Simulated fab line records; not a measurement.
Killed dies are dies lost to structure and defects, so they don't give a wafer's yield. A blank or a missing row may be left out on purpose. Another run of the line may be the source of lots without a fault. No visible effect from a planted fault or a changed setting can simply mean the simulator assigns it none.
Which tool did it? ; flow n5Finfet ; 13 lots, 36 wafers sampled, at 2 steps of a route of 1938

WHAT THE GAUGES SHOWED, per wafer
N5_HKMG_FIN_INSPECT_61: inspects for defects (macro). Usual: rawDefectCount reads 1.9 (standard deviation 1.3).
lot;measured;on;rawDefectCount;flag
L878;day 4 03:03;defectInspect-01;2 2 0;
L880;day 4 11:25;defectInspect-02;2 0 2;
L881;day 4 17:02;defectInspect-01;2 2 2;
L882;day 5 05:22;defectInspect-01;2 5 1;
L883;day 5 11:11;defectInspect-02;0 0 2;
L884;day 5 14:32;defectInspect-01;1 4 1;
L885;day 5 18:56;defectInspect-02;2 1 4;
L887;day 6 03:30;defectInspect-01;1 2;
L891;day 7 09:40;defectInspect-02;2;
L896;day 8 09:18;defectInspect-02;2 1 0;
L897;day 8 19:49;defectInspect-01;4 2 2;
L900;day 9 12:47;defectInspect-01;2 2 3;
L901;day 9 20:26;defectInspect-02;1 0 0;

TOOL THAT RAN EACH LOT (tool first, then ch and the chambers of the sampled wafers, then the start)
lot;N5_HKMG_FIN_ALD_75
L878;aldHk-01 ch 1,3, day 4 02:32
L880;aldHk-02 ch 0,1,2, day 4 11:01
L881;aldHk-03 ch 0,1, day 4 16:31
L882;aldHk-03 ch 0,2,3, day 5 04:50
L883;aldHk-03 ch 1,2,3, day 5 10:47
L884;aldHk-01 ch 0,2,3, day 5 14:09
L885;aldHk-03 ch 0,1,2, day 5 18:17
L887;aldHk-01 ch 0,1, day 6 02:59
L891;aldHk-03 ch 0, day 7 09:16
L896;aldHk-03 ch 2,3, day 8 08:47
L897;aldHk-01 ch 0,1,3, day 8 19:18
L900;aldHk-01 ch 0,1, day 9 12:23
L901;aldHk-03 ch 1,2,3, day 9 19:55
- N5_HKMG_FIN_ALD_75: deposits Al2O3, target thk 1 nm, co reactant pulse time 1 s.

WHAT THE TOOLS THEMSELVES READ (means of the sampled wafers that have a number; where no wafer has one, the mark that the record gives instead)
N5_HKMG_FIN_ALD_75. Usual: heaterPowerW 157 W, standard deviation 19; precursorPulseHeightRel 0.998, standard deviation 0.018.
lot;tool;heaterPowerW (W);precursorPulseHeightRel;flag
L878;aldHk-01;124;0.983;
L880;aldHk-02;148;0.984;
L881;aldHk-03;179;1.002;
L882;aldHk-03;168;1.004;
L883;aldHk-03;173;1.010;
L884;aldHk-01;142;0.999;
L885;aldHk-03;175;1.010;
L887;aldHk-01;132;0.974;
L891;aldHk-03;163;0.990;
L896;aldHk-03;166;0.994;
L897;aldHk-01;131;0.997;
L900;aldHk-01;133;0.987;
L901;aldHk-03;172;0.993;

THE ANSWER, worked out from the rows above alone
Rule: a lot counts as off when the mean over its wafers that have a number is more than 3 standard deviations away from the usual mean. Also off: a lot with no number at a reading for which 4 or more lots have one. The other lots that the step has rows for count as sound. After the gauges, taken in route order, come the tools' own readings; for these a lot's mean is taken, as printed above. At the first step where some lot is off, the reading lying furthest off is the one used; lots without a number count as furthest.
No lot is off at any reading shown: from this, nothing can be told.

WHAT WAS PUT IN BY THE SIMULATOR
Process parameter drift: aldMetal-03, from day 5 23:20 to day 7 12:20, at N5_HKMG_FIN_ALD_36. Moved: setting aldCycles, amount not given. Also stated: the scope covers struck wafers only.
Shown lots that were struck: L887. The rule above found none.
